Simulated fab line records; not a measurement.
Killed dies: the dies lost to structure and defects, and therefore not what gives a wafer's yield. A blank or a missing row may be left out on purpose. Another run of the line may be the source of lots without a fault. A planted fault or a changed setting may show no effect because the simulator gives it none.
A struck lot beside a sound one | flow n5-finfet | 17 out of 1938 route steps
Sound: these wafers, L818.1, L818.2, L818.3. Struck: wafers L828.2, L828.4 (left out: L828.1, a lot-mate that was not struck); the cause follows at the end.
At each step with rows: each side's tool, then ch and its chambers, then its first start. Under that, the readings that differ: sound wafers | struck wafers | difference of the means | sigmas: that difference in standard deviations of wafers without a fault.
alike: same words and numbers on both sides, and readings whose means sit less than 2 such deviations apart. not compared: any withheld reading, any reading some wafer has no value for, any bound like >300 that may hide the same value, and any number with overlapping values for which the record gives no deviation.
Wherever a step has rows on one side only, a row that says differs or no value, or a row with sigmas, the two part there. When numbers do not overlap yet have no deviation, they are printed without sigmas and do not part them. A reading missing from all wafers of one side parts the sides only when that side holds two or more wafers.

first, 4 steps without rows for these wafers: N5_BEOL_M10_HM_STRIP_39 (strips TiN in peroxide tin strip, target depth 25 nm, time 158 s); N5_BEOL_M10_SRD_40 (time 30 s); N5_BEOL_M10_PRECLEAN_42 (cleans in residue remover, time 60 s); N5_BEOL_M10_SRD_43 (time 30 s).
N5_BEOL_M10_CD_MEAS_35: the cd target is 70 nm.
  struck on cd-sem-02, day 17 03:23; sound on cd-sem-01, day 12 22:38
  alike: cd-nm
N5_BEOL_M10_CURE_72: cures SiCOH lowk, time 120 s.
  sound on uv-cure-01 ch 2, day 12 22:40; struck on uv-cure-02 ch 0, day 17 03:26
  reading          | sound             | struck      | difference | sigmas
  wafer_temp_C_max | 372.1 372.5 372.4 | 370.5 371.0 | -1.6       | -3
  alike: lamp-power-pct
N5_BEOL_M10_DEGAS_44: time 60 s.
  struck on pvd-sputter-02, day 17 03:47; sound on pvd-sputter-02, day 12 23:01
  alike: heater-power-w, susceptor-temp-C
N5_BEOL_M10_PRE_CLEAN_45: time 30 s.
  struck on pvd-sputter-02, day 17 03:50; sound on pvd-sputter-02, day 12 23:04
  alike: heater-power-w, susceptor-temp-C
then, 1 step without rows for these wafers: N5_BEOL_M10_ALD_74 (deposits TaN, target thk 2 nm, pulse time 2 s, purge time 3 s).
N5_BEOL_M10_SURFACE_TREAT_76:
  struck on pvd-sputter-03, day 17 04:11; sound on pvd-sputter-02, day 12 23:25
  not compared: throttle-valve-pct
then, 2 steps without rows for these wafers: N5_BEOL_M10_CVD_75 (deposits Co from CCTBA/H2, target thk 2 nm, time 138.9 s); N5_BEOL_M10_SPUTTER_48 (material Cu, target thk 12 nm, time 2 s).
N5_BEOL_M10_ECD_50: material Cu, target thk 318 nm.
  sound on ecd-cu-01 ch 0,1, day 13 00:09; struck on ecd-cu-02 ch 0,1, day 17 05:10
  reading                                 | sound           | struck      | difference | sigmas
  model.Cu_of_BEOL_M10_ECD_50.thk-nm (nm) | 321.4 315.6 323 | 508.4 505.8 | +187.1     |
N5_BEOL_M10_ANNEAL_51: time 90 s.
  sound on rtp-anneal-01 ch 0, day 13 00:16; struck on rtp-anneal-02 ch 0, day 17 05:16
  alike: wafer_temp_C_max
N5_BEOL_M10_CMP_52: polishes, stops on SiCOH lowk, t overpolish 7 s, target thk 140 nm.
  sound on cmp-03 ch 1,2,3, day 13 00:44; struck on cmp-01 ch 2,3, day 17 05:34
  reading                | sound          | struck      | difference | sigmas
  time-to-endpoint-s (s) | 63.4 63.9 67.1 | 107.0 106.2 | +41.8      | +15
  alike: motor-current-A
N5_BEOL_M10_THK_MEAS_53: measures by xrf.
  struck on film-metro-01, day 17 05:52; sound on film-metro-01, day 13 01:00
  alike: M10_THK
-- the record jumps here: 2 days lie between the struck wafers' starts before and after (it left off in module BEOL_M10 and takes up again in module PASSIVATION, whose first step shown is number 1936 of the route) --
N5_PASSIVATION_PROBE_49:
  record: rows for the struck wafers here (prober-01, day 19 06:31), none for the sound ones

WHERE THEY PART
First at N5_BEOL_M10_CURE_72; last, within this record, at N5_PASSIVATION_PROBE_49.

WHY: whatever the simulator had introduced
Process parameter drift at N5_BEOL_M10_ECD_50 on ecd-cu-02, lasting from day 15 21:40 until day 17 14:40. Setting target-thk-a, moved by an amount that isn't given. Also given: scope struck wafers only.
